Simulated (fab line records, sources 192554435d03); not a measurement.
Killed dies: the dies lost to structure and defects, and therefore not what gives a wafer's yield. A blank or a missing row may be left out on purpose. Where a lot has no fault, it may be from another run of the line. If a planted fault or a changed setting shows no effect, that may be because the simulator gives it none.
fab line records	flow n5-finfet
record lots=6	wafers=16	last-day=18
route steps=1938 shown BEOL_M11@1580 PASSIVATION@1936
lots that met no fault: from a run of the same line without faults
start-h: the number of hours between the record's first day and the start of the first shown wafer of the lot	wait-h: hours elapsed since this lot's preceding step	" unchanged from the row above	L1.1+2: several wafers, shown together as one row	- no value, or no start was given	* or withheld: withheld	< > ~ a bound
route shown NAME@n: a module of which the file shows steps, and the number in the route of the first	usual: mean/standard deviation taken from wafers without a fault	same: alike in all rows	chamber/n: place in a boat	sites: the reading at each site	_std_site: standard deviation across them	_edge_site: outer sites' mean less inner sites'	radius-mm: for every site, how far away it sits from the centre of the wafer	mask NAME#n: copy n	behind: tool/chamber where the wafer was last shaped	hold: reason for holding the lot/hours on hold/outcome of the hold	device: which transistor (n, p or np) failed to switch	end of line: the tests these same wafers got at the end of their route	where a step has no rows: the recipe by itself	killed: count of dies lost to structure and defects at first sort (not the wafer's yield)	map: per-die view of a wafer (x killed, . not killed, _ where there is no die)
set.NAME: the run value of the setting; set.NAME@STEP: its run value at that earlier step	model.NAME: the simulator's own value behind a step, which no gauge read
a table for each step, a row for each wafer; lots at some steps of the route
services: from which hour (start-h, from the record's first day; less than 0 if before it) a tool's chamber was out of use, for how many hours, and why
## steps
# step N5_BEOL_M11_STRIP_77
# recipe chemistry=N2/H2	time-s=10	power-w=450	temp-c=40	pressure-mtorr=20	rf-frequency-hz=6e+07	bias-power-w=7	n2-flow-sccm=200	h2-flow-sccm=200
# usual drypump-motor-current-A=5.5/0.37	oes-product-au=0.76/0.077	rf-vpp-V=59.0/0.89	showerhead-plenum-p-Torr=2.48/0.092	throttle-valve-pct=23.87/0.22
lot.wafer	tool	chamber	start-h	wait-h	drypump-motor-current-A	oes-product-au	rf-hours-counter-h	rf-vpp-V	showerhead-plenum-p-Torr	throttle-valve-pct
L809.1	rie-diel-04	3	-	-	4.9	0.72	215	58.2	2.51	23.66
L809.3	"	2	"	"	4.9	0.88	52	60.0	2.48	23.43
L809.4	"	1	"	"	5.5	0.94	23	59.2	2.58	24.17
L815.1	rie-diel-03	0	-	-	5.7	0.74	163	59.6	2.34	23.99
L815.4	"	3	"	"	5.7	0.73	183	59.0	2.42	23.90
L815.6	"	2	"	"	5.1	0.69	-	60.1	2.63	23.98
L819.2	rie-diel-03	2	-	-	5.2	0.70	218	58.7	2.62	23.98
L819.6	"	0	"	"	5.7	0.73	-	57.9	2.33	24.04
L822.4	rie-diel-04	0	-	-	6.0	0.75	172	59.1	2.44	23.83
L822.6	"	2	"	"	4.9	0.84	-	56.6	2.47	23.47
L825.2	rie-diel-04	0	-	-	6.0	0.75	180	59.0	2.43	23.83
L825.5	"	0	"	"	6.0	0.75	-	60.2	2.43	23.83
L825.6	"	1	"	"	5.5	0.86	-	60.1	2.57	24.20
L831.3	rie-diel-04	0	-	-	6.0	0.72	196	58.3	2.43	23.85
L831.4	"	1	"	"	5.5	0.85	76	59.2	2.56	24.24
L831.6	"	3	"	"	4.9	0.96	-	58.5	2.49	23.51
# step N5_BEOL_M11_OCD_MEAS_38
# usual trench-depth-nm=147.3/2.1
lot.wafer	tool	chamber	start-h	wait-h	trench-depth-nm
L809.1	ocd-01	-	248.28	-	149.6
L809.3	"	-	"	"	147.3
L809.4	"	-	"	"	151.1
L815.1	ocd-01	-	273.69	-	146.4
L815.4	"	-	"	"	145.2
L815.6	"	-	"	"	145.9
L819.2	ocd-01	-	309.86	-	146.0
L819.6	"	-	"	"	146.7
L822.4	ocd-01	-	319.98	-	150.0
L822.6	"	-	"	"	149.4
L825.2	ocd-02	-	335.18	-	149.4
L825.5	"	-	"	"	149.3
L825.6	"	-	"	"	151.4
L831.3	ocd-02	-	384.90	-	147.3
L831.4	"	-	"	"	149.1
L831.6	"	-	"	"	148.3
# step N5_BEOL_M11_HM_STRIP_39
# recipe chemistry=peroxide-tin-strip	material=TiN	target-depth-a=250	temp-c=50	time-s=158
# step N5_BEOL_M11_SRD_40
# recipe time-s=30	temp-c=23	rinse-liquid=diw	dry=ipa-marangoni
# step N5_BEOL_M11_PRECLEAN_42
# recipe chemistry=residue-remover	time-s=60	temp-c=40
# step N5_BEOL_M11_SRD_43
# recipe time-s=30	temp-c=23	rinse-liquid=diw	dry=ipa-marangoni
# step N5_BEOL_M11_CD_MEAS_35
# recipe target-cd-nm=70	polarity=opening
# usual cd-nm=70.3/0.79
lot.wafer	tool	chamber	start-h	wait-h	cd-nm
L809.1	cd-sem-02	-	248.43	0.0	71.2
L809.3	"	-	"	"	69.0
L809.4	"	-	"	"	70.0
L815.1	cd-sem-03	-	273.86	0.0	70.0
L815.4	"	-	"	"	69.2
L815.6	"	-	"	"	69.4
L819.2	cd-sem-02	-	310.01	0.0	69.0
L819.6	"	-	"	"	71.4
L822.4	cd-sem-01	-	320.14	0.0	69.6
L822.6	"	-	"	"	70.0
L825.2	cd-sem-01	-	335.34	0.0	70.5
L825.5	"	-	"	"	69.5
L825.6	"	-	"	"	70.1
L831.3	cd-sem-03	-	385.06	0.0	71.7
L831.4	"	-	"	"	70.4
L831.6	"	-	"	"	71.2
# step N5_BEOL_M11_CURE_72
# recipe temp-c=370	time-s=120	ambient=DMADMS/He	material=SiCOH_lowk
# usual lamp-power-pct=52.31/0.061	wafer_temp_C_max=372.0/0.71
lot.wafer	tool	chamber	start-h	wait-h	lamp-power-pct	wafer_temp_C_max
L809.1	uv-cure-03	0	248.47	0.0	52.19	371.5
L809.3	"	0	"	"	52.31	372.1
L809.4	"	0	"	"	52.27	371.7
L815.1	uv-cure-02	1	274.90	1.0	52.33	372.7
L815.4	"	1	"	"	52.30	371.8
L815.6	"	1	"	"	52.32	372.2
L819.2	uv-cure-02	0	310.22	0.2	52.45	371.9
L819.6	"	0	"	"	52.29	371.9
L822.4	uv-cure-03	2	320.32	0.2	52.32	373.1
L822.6	"	2	"	"	52.44	373.0
L825.2	uv-cure-01	2	335.43	0.1	52.34	373.2
L825.5	"	2	"	"	52.27	372.3
L825.6	"	2	"	"	52.31	371.4
L831.3	uv-cure-03	0	385.20	0.1	52.28	371.5
L831.4	"	0	"	"	52.29	371.4
L831.6	"	0	"	"	52.28	371.3
# step N5_BEOL_M11_DEGAS_44
# recipe ambient=vacuum	temp-c=250	time-s=60
# step N5_BEOL_M11_PRE_CLEAN_45
# recipe gas=H2/He	time-s=30	temp-c=250
# usual heater-power-w=338/47
lot.wafer	tool	chamber	start-h	wait-h	heater-power-w
L809.1	pvd-sputter-02	-	250.13	0.0	362
L809.3	"	-	"	"	422
L809.4	"	-	"	"	344
L815.1	pvd-sputter-03	-	275.85	0.0	353
L815.4	"	-	"	"	307
L815.6	"	-	"	"	287
L819.2	pvd-sputter-03	-	310.53	0.0	300
L819.6	"	-	"	"	291
L822.4	pvd-sputter-02	-	321.32	0.0	340
L822.6	"	-	"	"	439
L825.2	pvd-sputter-01	-	337.39	0.0	397
L825.5	"	-	"	"	322
L825.6	"	-	"	"	279
L831.3	pvd-sputter-01	-	385.49	0.0	267
L831.4	"	-	"	"	314
L831.6	"	-	"	"	279
# step N5_BEOL_M11_ALD_74
# recipe material=TaN	target-thk-a=20	temp-c=275	ald-precursor-family=PDMAT	ald-co-reactant=NH3	pressure-torr=3	carrier-flow-sccm=1500	pulse-time-s=2	purge-time-s=3	co-reactant-purge-time-s=2	co-reactant-pulse-time-s=3	ald-cycles=40	precursor-vessel-temp-c=75	precursor-vessel-pressure-torr=26.25	precursor-vessel-carrier-sccm=1000
# step N5_BEOL_M11_SURFACE_TREAT_76
# recipe gas=Ar	time-s=*	ion-energy-ev=*	ion-current-ma-cm2=0.5	pressure-mtorr=*	ar-flow-sccm=30
# usual throttle-valve-pct=*
lot.wafer	tool	chamber	start-h	wait-h	throttle-valve-pct
L809.1	pvd-sputter-03	-	250.50	0.2	*
L809.3	"	-	"	"	*
L809.4	"	-	"	"	*
L815.1	pvd-sputter-03	-	276.23	0.2	*
L815.4	"	-	"	"	*
L815.6	"	-	"	"	*
L819.2	pvd-sputter-03	-	311.08	0.2	*
L819.6	"	-	"	"	*
L822.4	pvd-sputter-02	-	321.90	0.2	*
L822.6	"	-	"	"	*
L825.2	pvd-sputter-01	-	337.79	0.2	*
L825.5	"	-	"	"	*
L825.6	"	-	"	"	*
L831.3	pvd-sputter-03	-	385.91	0.2	*
L831.4	"	-	"	"	*
L831.6	"	-	"	"	*
# step N5_BEOL_M11_CVD_75
# recipe material=Co	target-thk-a=20	temp-c=withheld	precursor=CCTBA/H2	pressure-torr=30	time-s=138.9
# usual run-length-s=161.4/0.54
lot.wafer	tool	chamber	start-h	wait-h	run-length-s
L809.1	cvd-co-01	2	250.57	0.1	161.8
L809.3	"	1	"	"	161.8
L809.4	"	1	"	"	161.7
L815.1	cvd-co-02	0	276.29	0.0	160.5
L815.4	"	1	"	"	162.3
L815.6	"	1	"	"	162.6
L819.2	cvd-co-01	0	311.14	0.0	160.8
L819.6	"	2	"	"	114.5
L822.4	cvd-co-01	2	322.04	0.1	113.8
L822.6	"	0	"	"	113.7
L825.2	cvd-co-02	0	337.85	0.0	160.4
L825.5	"	2	"	"	161.4
L825.6	"	1	"	"	161.7
L831.3	cvd-co-01	0	386.04	0.1	161.2
L831.4	"	1	"	"	162.0
L831.6	"	0	"	"	161.6
# step N5_BEOL_M11_SPUTTER_48
# recipe material=Cu	target-thk-a=120	temp-c=-20	bias-v=60	power-w=26000	chamber-pressure-pa=0.13	time-s=2
# usual chamber-pressure-pa=0.13002/0.00025	throttle-valve-pct=29.8/1.2
lot.wafer	tool	chamber	start-h	wait-h	chamber-pressure-pa	throttle-valve-pct
L809.1	pvd-sputter-02	-	250.71	0.1	0.13022	31.1
L809.3	"	-	"	"	0.13037	31.0
L809.4	"	-	"	"	0.12983	30.7
L815.1	pvd-sputter-03	-	276.50	0.2	0.13009	30.2
L815.4	"	-	"	"	0.1301	30.2
L815.6	"	-	"	"	0.1302	30.0
L819.2	pvd-sputter-01	-	311.28	0.1	0.13032	30.8
L819.6	"	-	"	"	0.13007	30.9
L822.4	pvd-sputter-02	-	322.16	0.1	0.12997	29.8
L822.6	"	-	"	"	0.13011	31.0
L825.2	pvd-sputter-01	-	338.01	0.1	0.13008	29.5
L825.5	"	-	"	"	0.1297	29.4
L825.6	"	-	"	"	0.13024	30.7
L831.3	pvd-sputter-03	-	386.19	0.1	0.13009	28.7
L831.4	"	-	"	"	0.12981	30.3
L831.6	"	-	"	"	0.12995	28.5
# step N5_PASSIVATION_PROBE_49
# usual defect-limited-yield=91.0/1.5	killed_at_M0_to_M3=35/12	killed_at_M4_up=15/5.8	killed-at-contacts=14/7.2	killed-at-front-end=40/10	killed-at-other=3/3	killed-dies=106/18	killed-open=68/14	killed-short=35/7.2	sort_bin_4_leakage=0.00/0.0071	sort_bin_5_function=5.2/0.96	sort_bin_6_memory=3.3/0.69	sort-n-pass=1074/18	sort-yield-pct=91.0/1.5
# same gross-dies=1180	killed-at-back-side=0	sort_bin_8_speed[%]=0
lot.wafer	tool	chamber	start-h	wait-h	defect-limited-yield[%]	killed_at_M0_to_M3	killed_at_M4_up	killed-at-contacts	killed-at-front-end	killed-at-other	killed-dies	killed-open	killed-short	sort_bin_4_leakage[%]	sort_bin_5_function[%]	sort_bin_6_memory[%]	sort-n-pass	sort-yield-pct[%]
L809.1	prober-02	-	298.63	0.0	94.2	21	8	2	37	1	69	43	23	0	3.4	2.2	1111	94.2
L809.3	prober-02	-	298.73	0.1	91.2	37	12	11	44	0	104	64	37	0	5.7	3.1	1076	91.2
L809.4	prober-02	-	298.78	0.2	92.4	39	10	2	37	2	90	44	43	0	4.9	2.2	1090	92.4
L819.2	prober-02	-	354.90	0.1	90.3	24	12	27	52	0	115	81	30	0	5.6	3.7	1065	90.3
L819.6	prober-02	-	355.10	0.3	92.7	24	1	16	44	1	86	58	27	0	4.2	2.9	1094	92.7
L822.4	prober-02	-	365.55	0.5	93.7	29	14	2	29	0	74	48	26	0	4.0	2.1	1106	93.7
L822.6	prober-02	-	365.65	0.6	92.4	35	14	8	27	6	90	56	33	0	4.5	2.8	1090	92.4
L831.3	prober-02	-	425.06	0.1	88.6	33	12	8	80	1	134	93	37	0	6.8	4.1	1046	88.6
L831.4	prober-02	-	425.11	0.2	90.8	27	15	16	47	4	109	69	33	0	5.0	3.8	1071	90.8
L831.6	prober-02	-	425.21	0.3	90.5	32	21	8	47	4	112	72	35	0	5.1	3.8	1068	90.5
# killed by level:class
L809.1 FIN_SAQP:geometric-particle:short=10 BEOL_M3:geometric-particle:open=8 BEOL_M2:geometric-particle:open=7 GATE_CUT:geometric-particle:open=4 GATE_CUT:geometric-particle:short=4 STARTING-WAFER:geometric-particle:open=4 STI_FIN_REVEAL:geometric-particle:open=3 FIN_SAQP:geometric-particle:open=2
L809.3 BEOL_M0_SAQP:geometric-particle:short=12 MOL_CONTACT_COAG:geometric-particle:open=9 BEOL_M0_SAQP:geometric-particle:open=9 FIN_SAQP:geometric-particle:short=7 DUMMY_GATE:geometric-particle:open=7 BEOL_M4:geometric-particle:open=7 ILD0:geometric-particle:open=6 BEOL_M1:geometric-particle:open=6
L809.4 BEOL_M0_SAQP:geometric-particle:short=9 FIN_SAQP:geometric-particle:short=8 GATE_CUT:geometric-particle:short=8 BEOL_M3:geometric-particle:open=8 BEOL_M0_SAQP:geometric-particle:open=8 BEOL_M2:geometric-particle:open=6 SPACER0:geometric-particle:short=4 BEOL_M6:geometric-particle:open=4
L819.2 MOL_CONTACT_COAG:geometric-particle:open=24 STI_FIN_REVEAL:geometric-particle:open=17 FIN_SAQP:geometric-particle:open=14 FIN_SAQP:geometric-particle:short=5 STI_FIN_REVEAL:geometric-particle:short=5 BEOL_M0_SAQP:geometric-particle:short=4 BEOL_M0:geometric-particle:open=4 BEOL_M1:geometric-particle:open=4
L819.6 STI_FIN_REVEAL:geometric-particle:open=13 MOL_CONTACT_COAG:geometric-particle:open=13 FIN_SAQP:geometric-particle:open=10 BEOL_M2:geometric-particle:open=10 STI_FIN_REVEAL:geometric-particle:short=8 BEOL_M0_SAQP:geometric-particle:open=4 BEOL_M0_SAQP:geometric-particle:short=4 GATE_CUT:geometric-particle:short=3
L822.4 FIN_SAQP:geometric-particle:open=8 BEOL_M0_SAQP:geometric-particle:short=7 BEOL_M0_SAQP:geometric-particle:open=7 BEOL_M3:geometric-particle:open=7 BEOL_M3:geometric-particle:short=4 DUMMY_GATE:geometric-particle:short=4 DUMMY_GATE:geometric-particle:open=3 GATE_CUT:geometric-particle:open=3
L822.6 BEOL_M0_SAQP:geometric-particle:short=10 BEOL_M4:geometric-particle:open=10 MOL_CONTACT_COAG:geometric-particle:open=7 BEOL_M0_SAQP:geometric-particle:open=7 BEOL_M2:geometric-particle:open=6 BEOL_M3:geometric-particle:open=6 FIN_SAQP:geometric-particle:short=4 FIN_SAQP:geometric-particle:open=4
L831.3 FIN_SAQP:geometric-particle:open=20 STI_FIN_REVEAL:geometric-particle:open=19 FIN_SAQP:geometric-particle:short=14 BEOL_M0_SAQP:geometric-particle:open=11 DUMMY_GATE:geometric-particle:open=8 BEOL_M4:geometric-particle:open=7 MOL_CONTACT_COAG:geometric-particle:open=6 BEOL_M0_SAQP:geometric-particle:short=6
L831.4 MOL_CONTACT_COAG:geometric-particle:open=14 BEOL_M0_SAQP:geometric-particle:open=14 FIN_SAQP:geometric-particle:short=7 DUMMY_GATE:geometric-particle:open=7 BEOL_M0_SAQP:geometric-particle:short=7 FIN_SAQP:geometric-particle:open=6 STI_FIN_REVEAL:geometric-particle:open=6 STI_FIN_REVEAL:geometric-particle:short=4
L831.6 BEOL_M2:geometric-particle:open=13 STI_FIN_REVEAL:geometric-particle:short=8 BEOL_M0_SAQP:geometric-particle:short=7 BEOL_M4:geometric-particle:open=7 FIN_SAQP:geometric-particle:open=6 STI_FIN_REVEAL:geometric-particle:open=6 MOL_CONTACT_COAG:geometric-particle:open=6 BEOL_M0_SAQP:geometric-particle:open=6
## services
tool	chamber	start-h	hours	kind
cvd-co-02	-	225.47	2.8	pm
uv-cure-02	-	231.23	0.5	repair
uv-cure-03	-	252.88	0.7	repair
uv-cure-01	-	270.30	28.1	pm
uv-cure-03	-	273.61	7.5	repair
cvd-co-02	2	273.88	8.6	repair
uv-cure-03	-	313.65	1.0	pm
uv-cure-03	-	314.65	2.8	pm
uv-cure-02	-	324.05	0.2	repair
cvd-co-02	-	325.96	6.9	pm
cvd-co-01	1	333.33	-	clean
cvd-co-01	1	333.33	22.0	scheduled-down
cvd-co-01	1	333.33	22.0	vent-cycle
rie-diel-04	3	337.03	-	clean
rie-diel-04	3	337.03	-	consumable-replace:focus-ring
rie-diel-04	3	337.03	21.8	scheduled-down
rie-diel-04	3	337.03	21.8	vent-cycle
uv-cure-02	-	338.03	7.5	pm
rie-diel-03	1	343.93	-	clean
rie-diel-03	1	343.93	-	consumable-replace:focus-ring
uv-cure-02	-	345.58	2.8	pm
uv-cure-01	-	377.16	1.0	pm
pvd-sputter-03	-	380.85	4.3	repair
cvd-co-01	2	383.13	5.3	repair
## key
first-sign step=N5_BEOL_M11_CVD_75	reading=run-length-s	direction=down	sigmas=88	usual=*	struck=*
effect none on later readings
met-at N5_BEOL_M11_CVD_75
struck-wafers L819.6,L822.4,L822.6
onset-between 250.57 311.14
fault kind=process-parameter-drift	tool=cvd-co-01	chamber=-	onset-h=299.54	steps=N5_BEOL_M11_CVD_75	channel=time-s	offset=*	shape=step	end-h=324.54	scope=struck-wafers-only	acts-in=*	stated=*
